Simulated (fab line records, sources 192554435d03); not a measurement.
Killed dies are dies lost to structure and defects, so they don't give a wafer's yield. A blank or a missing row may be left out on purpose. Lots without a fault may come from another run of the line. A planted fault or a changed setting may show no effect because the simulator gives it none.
One fault seen from 2 desks | flow n5_finfet | each desk has only its own numbers; what lay behind them comes last

THE TOOL OWNER'S DESK: pecvd-01
The tool's own readings at N5_BEOL_M3_ILD_DEP_00 (deposits SiOC from DEMS/O2, target thk 79 nm, time 15.3 s): means of the sampled wafers that have a number, for each lot that ran on this tool. A lot is out of limits, marked OUT, if its mean lies more than 4 standard deviations from the usual mean; the brackets give that distance.
Columns: A = heater_power_w at N5_BEOL_M3_ILD_DEP_00, usual 557 W; B = showerhead_plenum_p_Torr at N5_BEOL_M3_ILD_DEP_00, usual 5.695 Torr; C = throttle_valve_pct at N5_BEOL_M3_ILD_DEP_00, usual 11.8 %
lot  | first seen here | A   | B     | C
L596 | day 7 01:34     | 581 | 5.691 | 11.3
L597 | day 7 08:08     | 560 | 5.701 | 11.6
L607 | day 10 01:55    | 532 | 5.690 | 11.8
L611 | day 11 11:40    | 551 | 5.681 | 11.4
L616 | day 12 11:11    | 539 | 5.693 | 11.5
This desk's finding: nothing out of limits on any of the 5 lots.

THE METROLOGY DESK
What the gauges read, lot by lot, whatever tool the lot ran on: means of the sampled wafers that have a number. A lot is out of limits, marked OUT, if its mean lies more than 4 standard deviations from the usual mean; the brackets give that distance. Of its 11 readings 7 are shown: the one that was out of limits first, and those that lie furthest out on some lot.
Columns: A = M3_ILD_THK at N5_BEOL_M3_THK_MEAS_01, usual 78.9 nm; B = DIBL_N at N5_BEOL_M4_RC_MEAS_101, usual 36.4 mV/V; C = IOFF_P at N5_BEOL_M4_RC_MEAS_101, usual 0.211 nA/um; D = ION_N at N5_BEOL_M4_RC_MEAS_101, usual 676 uA/um; E = ION_P at N5_BEOL_M4_RC_MEAS_101, usual 463 uA/um; F = SS_P at N5_BEOL_M4_RC_MEAS_101, usual 73.3 mV/dec; G = VT_P at N5_BEOL_M4_RC_MEAS_101, usual -249.9 mV
lot  | first seen here | A               | B    | C     | D   | E   | F    | G
L596 | day 7 01:38     | 78.0            | 37.7 | 0.217 | 666 | 460 | 72.8 | -249.7
L597 | day 7 08:13     | 79.3            | 36.9 | 0.216 | 683 | 469 | 73.1 | -248.5
L600 | day 8 03:58     | 77.5            | 36.6 | 0.215 | 694 | 468 | 73.8 | -250.7
L602 | day 8 20:07     | 79.4            | 35.8 | 0.212 | 668 | 460 | 72.7 | -250.5
L604 | day 9 03:27     | 79.0            | 35.7 | 0.218 | 665 | 460 | 72.8 | -250.3
L607 | day 10 01:59    | 77.7            | 37.3 | 0.197 | 685 | 458 | 73.5 | -253.6
L608 | day 10 05:08    | 78.9            | 37.5 | 0.224 | 673 | 461 | 73.2 | -246.8
L611 | day 11 11:44    | 56.8 (-23) OUT  | 38.5 | 0.247 | 692 | 472 | 73.6 | -246.2
L616 | day 12 11:16    | 71.5 (-7.6) OUT | 37.0 | 0.205 | 676 | 463 | 74.3 | -251.9
L618 | day 12 14:47    | 78.8            | 35.6 | 0.198 | 679 | 466 | 73.2 | -249.7
This desk's finding: out of limits on L611, L616; first on L611, day 11 11:44 (M3_ILD_THK at N5_BEOL_M3_THK_MEAS_01). In limits: L596, L597, L600, L602, L604, L607, L608, L618.

PUT TOGETHER
The metrology desk could have raised an alarm at day 11 11:44, on L611, L616.
The tool owner's desk saw nothing out of limits.
The tool owner's desk has L611, L616 on record, within its limits.
Of the lots named, all ran N5_BEOL_M3_ILD_DEP_00 on pecvd-01.

WHAT THE SIMULATOR HAD PUT IN
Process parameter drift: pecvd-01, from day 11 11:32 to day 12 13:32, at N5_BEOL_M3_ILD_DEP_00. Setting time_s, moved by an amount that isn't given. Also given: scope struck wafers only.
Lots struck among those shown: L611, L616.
Hours from the fault's start to each desk's first reading out of limits: the metrology desk, 0.
